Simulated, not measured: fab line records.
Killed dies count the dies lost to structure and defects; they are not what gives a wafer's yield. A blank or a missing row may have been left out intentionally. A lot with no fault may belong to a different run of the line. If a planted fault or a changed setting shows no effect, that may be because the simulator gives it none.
Which tool did it? :: flow n5-finfet :: Sampling: 8 lots, 24 wafers, 6 of 1938 route steps

WHAT THE GAUGES SHOWED, per wafer
N5_STI_FIN_REVEAL_INSPECT_13: inspects for defects (darkfield).
lot: L333
measured: day 3 12:54
on: defect-inspect-01
raw-defect-count: 9 12 27

lot: L334
measured: day 3 19:45
on: defect-inspect-02
raw-defect-count: 24 19 14

lot: L336
measured: day 4 06:13
on: defect-inspect-02
raw-defect-count: 9 18 9

lot: L339
measured: day 5 01:03
on: defect-inspect-01
raw-defect-count: 14 17 21

lot: L340
measured: day 5 07:11
on: defect-inspect-01
raw-defect-count: 5 5 6

lot: L347
measured: day 7 01:25
on: defect-inspect-02
raw-defect-count: 1443 10 9

lot: L351
measured: day 8 01:14
on: defect-inspect-02
raw-defect-count: 13 13 19

lot: L352
measured: day 8 06:51
on: defect-inspect-02
raw-defect-count: 17 9 6

N5_BEOL_M4_RC_MEAS_101.
lot: L333
measured: day 9 22:57
on: prober-02
DIBL_N (mV/V): 34.1 36.1 33.6
DIBL_P (mV/V): 34.9 36.7 34.7
IOFF_N (nA/um): 0.11 0.13 0.11
IOFF_P (nA/um): 0.15 0.18 0.15
ION_N (uA/um): 642 654 647
ION_P (uA/um): 447 443 446
SS_N (mV/dec): 71.1 71.3 70.5
SS_P (mV/dec): 73.3 72.7 72.5
VT_N (mV): 257 257 256
VT_P (mV): -253 -252 -255

lot: L334
measured: day 9 12:34
on: prober-01
DIBL_N (mV/V): 37.7 34.6 35.9
DIBL_P (mV/V): 38.4 34.7 35.1
IOFF_N (nA/um): 0.17 0.13 0.14
IOFF_P (nA/um): 0.21 0.16 0.17
ION_N (uA/um): 670 671 655
ION_P (uA/um): 455 456 447
SS_N (mV/dec): 72.2 71.1 71.1
SS_P (mV/dec): 73.5 72.0 73.6
VT_N (mV): 251 252 252
VT_P (mV): -253 -255 -254

lot: L336
measured: day 10 08:27
on: prober-02
DIBL_N (mV/V): 36.2 33.3 37.4
DIBL_P (mV/V): 37.7 33.2 38.6
IOFF_N (nA/um): 0.16 0.12 0.18
IOFF_P (nA/um): 0.22 0.17 0.25
ION_N (uA/um): 675 663 677
ION_P (uA/um): 471 460 468
SS_N (mV/dec): 71.6 71.1 72.3
SS_P (mV/dec): 73.5 72.6 73.3
VT_N (mV): 249 254 248
VT_P (mV): -246 -251 -248

lot: L339
measured: day 10 23:26
on: prober-01
DIBL_N (mV/V): 36.1 34.9 35.9
DIBL_P (mV/V): 37.0 35.6 35.9
IOFF_N (nA/um): 0.14 0.12 0.13
IOFF_P (nA/um): 0.20 0.18 0.19
ION_N (uA/um): 658 649 659
ION_P (uA/um): 454 449 455
SS_N (mV/dec): 70.6 71.2 71.2
SS_P (mV/dec): 73.7 73.3 73.3
VT_N (mV): 254 256 251
VT_P (mV): -250 -251 -254

lot: L340
measured: day 10 21:02
on: prober-02
DIBL_N (mV/V): 37.4 36.3 37.2
DIBL_P (mV/V): 38.1 37.3 36.4
IOFF_N (nA/um): 0.18 0.16 0.16
IOFF_P (nA/um): 0.23 0.23 0.21
ION_N (uA/um): 675 687 689
ION_P (uA/um): 459 471 470
SS_N (mV/dec): 71.5 71.8 71.9
SS_P (mV/dec): 74.1 73.4 73.1
VT_N (mV): 248 249 248
VT_P (mV): -251 -250 -250

lot: L347
measured: day 12 23:07
on: prober-02
DIBL_N (mV/V): 38.5 36.2 35.7
DIBL_P (mV/V): 35.5 32.7 33.9
IOFF_N (nA/um): 0.19 0.14 0.16
IOFF_P (nA/um): 0.22 0.17 0.20
ION_N (uA/um): 677 662 686
ION_P (uA/um): 463 453 471
SS_N (mV/dec): 73.4 71.1 71.4
SS_P (mV/dec): 73.6 72.6 72.8
VT_N (mV): 249 253 250
VT_P (mV): -246 -251 -249

lot: L351
measured: day 14 18:44
on: prober-02
DIBL_N (mV/V): 37.6 36.9 36.6
DIBL_P (mV/V): 38.4 37.5 37.7
IOFF_N (nA/um): 0.18 0.16 0.16
IOFF_P (nA/um): 0.24 0.22 0.23
ION_N (uA/um): 684 671 676
ION_P (uA/um): 467 460 469
SS_N (mV/dec): 72.0 71.8 71.8
SS_P (mV/dec): 72.7 73.1 73.9
VT_N (mV): 248 249 249
VT_P (mV): -250 -254 -251

lot: L352
measured: day 15 19:44
on: prober-01
DIBL_N (mV/V): 36.6 36.8 35.9
DIBL_P (mV/V): 36.4 35.9 35.0
IOFF_N (nA/um): 0.15 0.16 0.14
IOFF_P (nA/um): 0.19 0.20 0.18
ION_N (uA/um): 669 682 670
ION_P (uA/um): 454 464 455
SS_N (mV/dec): 71.8 71.9 71.6
SS_P (mV/dec): 72.8 73.6 73.4
VT_N (mV): 251 248 251
VT_P (mV): -252 -253 -254

TOOL THAT RAN EACH LOT (tool first, then ch and the chambers of the sampled wafers, then the start)
lot: L333
N5_FIN_CUT_ETCH_30: rie-diel-03 ch 0,2, day 3 02:43
N5_STI_FIN_REVEAL_ETCHBACK_08: rie-diel-04 ch 0,1, day 3 09:51
N5_STI_FIN_REVEAL_STRIP_16: wet-bench-02 ch 0,1,3, day 3 11:44
N5_STI_FIN_REVEAL_OXIDATION_33: plasma-asher-01 ch 0,1, day 3 12:37

lot: L334
N5_FIN_CUT_ETCH_30: rie-diel-06 ch 0,2,3, day 3 10:05
N5_STI_FIN_REVEAL_ETCHBACK_08: rie-diel-04 ch 1,2, day 3 16:43
N5_STI_FIN_REVEAL_STRIP_16: wet-bench-02 ch 1,5,6, day 3 18:34
N5_STI_FIN_REVEAL_OXIDATION_33: plasma-asher-02 ch 0,1, day 3 19:28

lot: L336
N5_FIN_CUT_ETCH_30: rie-diel-05 ch 1,3, day 3 20:38
N5_STI_FIN_REVEAL_ETCHBACK_08: rie-diel-04 ch 1,2, day 4 03:11
N5_STI_FIN_REVEAL_STRIP_16: wet-bench-01 ch 0,6,7, day 4 05:03
N5_STI_FIN_REVEAL_OXIDATION_33: plasma-asher-02 ch 0,1, day 4 05:57

lot: L339
N5_FIN_CUT_ETCH_30: rie-diel-05 ch 2,3, day 4 15:03
N5_STI_FIN_REVEAL_ETCHBACK_08: rie-diel-02 ch 0,2,3, day 4 21:43
N5_STI_FIN_REVEAL_STRIP_16: wet-bench-02 ch 4,5,6, day 4 23:53
N5_STI_FIN_REVEAL_OXIDATION_33: plasma-asher-01 ch 0,1, day 5 00:46

lot: L340
N5_FIN_CUT_ETCH_30: rie-diel-03 ch 1,2,3, day 4 20:33
N5_STI_FIN_REVEAL_ETCHBACK_08: rie-diel-01 ch 0,3, day 5 04:05
N5_STI_FIN_REVEAL_STRIP_16: wet-bench-03 ch 2,3,5, day 5 06:01
N5_STI_FIN_REVEAL_OXIDATION_33: plasma-asher-02 ch 0,1, day 5 06:54

lot: L347
N5_FIN_CUT_ETCH_30: rie-diel-03 ch 0,2,3, day 6 15:15
N5_STI_FIN_REVEAL_ETCHBACK_08: rie-diel-02 ch 1,2, day 6 22:21
N5_STI_FIN_REVEAL_STRIP_16: wet-bench-02 ch 0,6,7, day 7 00:14
N5_STI_FIN_REVEAL_OXIDATION_33: plasma-asher-02 ch 0,1, day 7 01:08

lot: L351
N5_FIN_CUT_ETCH_30: rie-diel-03 ch 0,2,3, day 7 15:05
N5_STI_FIN_REVEAL_ETCHBACK_08: rie-diel-04 ch 2,3, day 7 21:49
N5_STI_FIN_REVEAL_STRIP_16: wet-bench-03 ch 0,3,7, day 7 23:41
N5_STI_FIN_REVEAL_OXIDATION_33: plasma-asher-02 ch 0,1, day 8 00:57

lot: L352
N5_FIN_CUT_ETCH_30: rie-diel-06 ch 1,2,3, day 7 20:45
N5_STI_FIN_REVEAL_ETCHBACK_08: rie-diel-01 ch 0,1,2, day 8 03:49
N5_STI_FIN_REVEAL_STRIP_16: wet-bench-03 ch 3,5,6, day 8 05:41
N5_STI_FIN_REVEAL_OXIDATION_33: plasma-asher-02 ch 0,1, day 8 06:34
- N5_FIN_CUT_ETCH_30: etches underlayer in N2/H2, target depth 13 nm, time 10.4 s.
- N5_STI_FIN_REVEAL_ETCHBACK_08: etches SiO2 in C4F6/O2, target depth 30.5 nm, time 10.167 s.
- N5_STI_FIN_REVEAL_STRIP_16: strips SiNx in H3PO4, target depth 23.8 nm.
- N5_STI_FIN_REVEAL_OXIDATION_33: chemistry O2 PLASMA REMOTE, time 20 s.

AS READ BY THE TOOLS THEMSELVES (means over the sampled wafers that have a number; for cases with no such wafer, the mark the record gives instead)
N5_FIN_CUT_ETCH_30.
lot: L333
tool: rie-diel-03
chamber-pressure-mTorr (mTorr): 29.956
drypump-motor-current-A (A): 5.7
etch-rf-on-time-s (s): 10.13
n2-flow-sccm (sccm): 200.0
oes-product-au (a.u.): 0.68
rf-vpp-V (V): 524.0
showerhead-plenum-p-Torr (Torr): 2.52
throttle-valve-pct (%): 17.57

lot: L334
tool: rie-diel-06
chamber-pressure-mTorr (mTorr): 30.051
drypump-motor-current-A (A): 5.9
etch-rf-on-time-s (s): 10.36
n2-flow-sccm (sccm): 199.7
oes-product-au (a.u.): 0.69
rf-vpp-V (V): 526.3
showerhead-plenum-p-Torr (Torr): 2.63
throttle-valve-pct (%): 17.80

lot: L336
tool: rie-diel-05
chamber-pressure-mTorr (mTorr): 29.993
drypump-motor-current-A (A): 6.2
etch-rf-on-time-s (s): 10.25
n2-flow-sccm (sccm): 200.4
oes-product-au (a.u.): 0.66
rf-vpp-V (V): 523.6
showerhead-plenum-p-Torr (Torr): 2.55
throttle-valve-pct (%): 17.90

lot: L339
tool: rie-diel-05
chamber-pressure-mTorr (mTorr): 29.959
drypump-motor-current-A (A): 5.2
etch-rf-on-time-s (s): 10.20
n2-flow-sccm (sccm): 199.7
oes-product-au (a.u.): 0.76
rf-vpp-V (V): 525.3
showerhead-plenum-p-Torr (Torr): 2.59
throttle-valve-pct (%): 17.63

lot: L340
tool: rie-diel-03
chamber-pressure-mTorr (mTorr): 29.998
drypump-motor-current-A (A): 5.5
etch-rf-on-time-s (s): 10.20
n2-flow-sccm (sccm): 200.0
oes-product-au (a.u.): 0.74
rf-vpp-V (V): 523.5
showerhead-plenum-p-Torr (Torr): 2.54
throttle-valve-pct (%): 17.54

lot: L347
tool: rie-diel-03
chamber-pressure-mTorr (mTorr): 30.028
drypump-motor-current-A (A): 5.6
etch-rf-on-time-s (s): 10.24
n2-flow-sccm (sccm): 200.0
oes-product-au (a.u.): 0.68
rf-vpp-V (V): 524.5
showerhead-plenum-p-Torr (Torr): 2.56
throttle-valve-pct (%): 17.66

lot: L351
tool: rie-diel-03
chamber-pressure-mTorr (mTorr): 30.014
drypump-motor-current-A (A): 5.6
etch-rf-on-time-s (s): 10.47
n2-flow-sccm (sccm): 199.5
oes-product-au (a.u.): 0.66
rf-vpp-V (V): 524.0
showerhead-plenum-p-Torr (Torr): 2.56
throttle-valve-pct (%): 17.68

lot: L352
tool: rie-diel-06
chamber-pressure-mTorr (mTorr): 30.014
drypump-motor-current-A (A): 5.7
etch-rf-on-time-s (s): 10.40
n2-flow-sccm (sccm): 199.7
oes-product-au (a.u.): 0.66
rf-vpp-V (V): 522.9
showerhead-plenum-p-Torr (Torr): 2.52
throttle-valve-pct (%): 17.99

N5_STI_FIN_REVEAL_ETCHBACK_08.
lot: L333
tool: rie-diel-04
chamber-pressure-mTorr (mTorr): 29.994
drypump-motor-current-A (A): 5.9
oes-product-au (a.u.): 0.70
rf-vpp-V (V): 661
showerhead-plenum-p-Torr (Torr): 2.76
throttle-valve-pct (%): 21.10

lot: L334
tool: rie-diel-04
chamber-pressure-mTorr (mTorr): 30.017
drypump-motor-current-A (A): 6.2
oes-product-au (a.u.): 0.79
rf-vpp-V (V): 647
showerhead-plenum-p-Torr (Torr): 2.89
throttle-valve-pct (%): 21.15

lot: L336
tool: rie-diel-04
chamber-pressure-mTorr (mTorr): 29.979
drypump-motor-current-A (A): 6.0
oes-product-au (a.u.): 0.84
rf-vpp-V (V): 650
showerhead-plenum-p-Torr (Torr): 2.85
throttle-valve-pct (%): 21.07

lot: L339
tool: rie-diel-02
chamber-pressure-mTorr (mTorr): 29.998
drypump-motor-current-A (A): 5.6
oes-product-au (a.u.): 0.72
rf-vpp-V (V): 655
showerhead-plenum-p-Torr (Torr): 2.85
throttle-valve-pct (%): 21.17

lot: L340
tool: rie-diel-01
chamber-pressure-mTorr (mTorr): 30.011
drypump-motor-current-A (A): 4.9
oes-product-au (a.u.): 0.85
rf-vpp-V (V): 665
showerhead-plenum-p-Torr (Torr): 2.96
throttle-valve-pct (%): 20.95

lot: L347
tool: rie-diel-02
chamber-pressure-mTorr (mTorr): 29.999
drypump-motor-current-A (A): 5.8
oes-product-au (a.u.): 0.73
rf-vpp-V (V): 648
showerhead-plenum-p-Torr (Torr): 2.72
throttle-valve-pct (%): 21.29

lot: L351
tool: rie-diel-04
chamber-pressure-mTorr (mTorr): 29.998
drypump-motor-current-A (A): 5.8
oes-product-au (a.u.): 0.79
rf-vpp-V (V): 659
showerhead-plenum-p-Torr (Torr): 2.85
throttle-valve-pct (%): 21.11

lot: L352
tool: rie-diel-01
chamber-pressure-mTorr (mTorr): 30.032
drypump-motor-current-A (A): 5.5
oes-product-au (a.u.): 0.77
rf-vpp-V (V): 679
showerhead-plenum-p-Torr (Torr): 2.89
throttle-valve-pct (%): 21.22

N5_STI_FIN_REVEAL_OXIDATION_33.
lot: L333
tool: plasma-asher-01
chamber-pressure-mTorr (mTorr): 999.7
drypump-motor-current-A (A): 5.4
heater-power-w (W): 143

lot: L334
tool: plasma-asher-02
chamber-pressure-mTorr (mTorr): 1000.0
drypump-motor-current-A (A): 5.9
heater-power-w (W): 138

lot: L336
tool: plasma-asher-02
chamber-pressure-mTorr (mTorr): 999.8
drypump-motor-current-A (A): 6.0
heater-power-w (W): 142

lot: L339
tool: plasma-asher-01
chamber-pressure-mTorr (mTorr): 1000.2
drypump-motor-current-A (A): 5.4
heater-power-w (W): 141

lot: L340
tool: plasma-asher-02
chamber-pressure-mTorr (mTorr): 1000.1
drypump-motor-current-A (A): 6.1
heater-power-w (W): 139

lot: L347
tool: plasma-asher-02
chamber-pressure-mTorr (mTorr): 999.4
drypump-motor-current-A (A): 6.0
heater-power-w (W): 140

lot: L351
tool: plasma-asher-02
chamber-pressure-mTorr (mTorr): 999.9
drypump-motor-current-A (A): 6.1
heater-power-w (W): 139

lot: L352
tool: plasma-asher-02
chamber-pressure-mTorr (mTorr): 999.6
drypump-motor-current-A (A): 5.9
heater-power-w (W): 138

THE ANSWER, worked out from the rows above alone
Rule: usual is defined by the lots themselves. Put in order of their means at a reading, lots are off if they are a third of the lots or fewer, leave a main group of 4 or more, and stand apart from it by a gap of 3 or more times the standard deviation of the main group's means; of several such gaps the widest counts. A main group whose means are all the same, to the digits that the tables above print for the reading, isn't used. Also off: a lot with no number at a reading for which 4 or more lots have one. Any other lot the step has rows for is counted as sound. First the gauges in route order, then the tools' own readings, where a lot's mean is used as printed above. The first step at which some lot is off is used, and at that step the reading that is off furthest; a lot without a number counts as furthest.
Off at N5_STI_FIN_REVEAL_INSPECT_13 (raw-defect-count): L347. Main group: mean 14, sd 4.3.
If a tool, at a process step before that reading, ran all the lots that are off and no sound lot after the first of them, it fits. Gauges at N5_STI_FIN_REVEAL_INSPECT_13: tried the same way as those tools. 2 tools fit, rie-diel-02 at N5_STI_FIN_REVEAL_ETCHBACK_08 and wet-bench-02 at N5_STI_FIN_REVEAL_STRIP_16, so this cannot tell which one it is.

WHAT THE SIMULATOR HAD PUT IN
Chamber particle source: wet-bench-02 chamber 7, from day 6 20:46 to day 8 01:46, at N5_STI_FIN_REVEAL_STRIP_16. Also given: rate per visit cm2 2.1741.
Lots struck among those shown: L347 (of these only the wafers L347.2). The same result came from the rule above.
